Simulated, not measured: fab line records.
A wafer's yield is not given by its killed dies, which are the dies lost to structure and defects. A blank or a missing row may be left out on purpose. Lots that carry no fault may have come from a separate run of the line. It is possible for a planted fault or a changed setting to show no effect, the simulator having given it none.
Matching of chambers + flow n5Finfet + 4 sister chambers for N5_WELL_APT_DESCUM_13 on rieDiel-04
The step chemistry O2, time 7.9 s. 4 wafers are shown with their chamber, then 8 later ones without.

WAFERS PAIRED WITH THEIR CHAMBERS
| wafer  | chamber | drypumpMotorCurrentA (A) |
|--------|---------|--------------------------|
| L530.2 | 2       | 5.39                     |
| L532.3 | 1       | 5.92                     |
| L532.5 | 3       | 5.23                     |
| L533.2 | 0       | 5.84                     |

WAFERS WHOSE CHAMBER IS MISSING
| wafer  | drypumpMotorCurrentA (A) |
|--------|--------------------------|
| L533.3 | 5.92                     |
| L533.5 | 5.39                     |
| L536.1 | 5.92                     |
| L536.2 | 5.38                     |
| L536.6 | 5.23                     |
| L537.1 | 5.21                     |
| L537.2 | 5.88                     |
| L537.5 | 5.21                     |

WHICH CHAMBER EACH ONE RAN IN
| wafer  | from the rows above     | in truth |
|--------|-------------------------|----------|
| L533.3 | 1                       | 1        |
| L533.5 | 2                       | 2        |
| L536.1 | 1                       | 1        |
| L536.2 | 2                       | 2        |
| L536.6 | 3                       | 3        |
| L537.1 | 3                       | 3        |
| L537.2 | can't be placed: 0 or 1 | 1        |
| L537.5 | 3                       | 3        |
Correctly placed: 7 of 8. Can't be placed from these rows: 1 (the true chamber is among the candidates in 1). Number placed wrongly: 0.
How it was worked out, from the rows above alone: a wafer's distance from a chamber is the root of the sum, over the readings, of the square of ((its reading less the chamber's mean) divided by the reading's scatter). If the next closest chamber is less than 2 further off than the closest, the wafer can't be placed; otherwise it belongs to the closest. For every chamber, the mean is computed from those of its wafers that are shown. The scatter (one wafer shown for each chamber): square how far every hidden wafer sits from the nearest shown wafer, average those squares and take the square root.
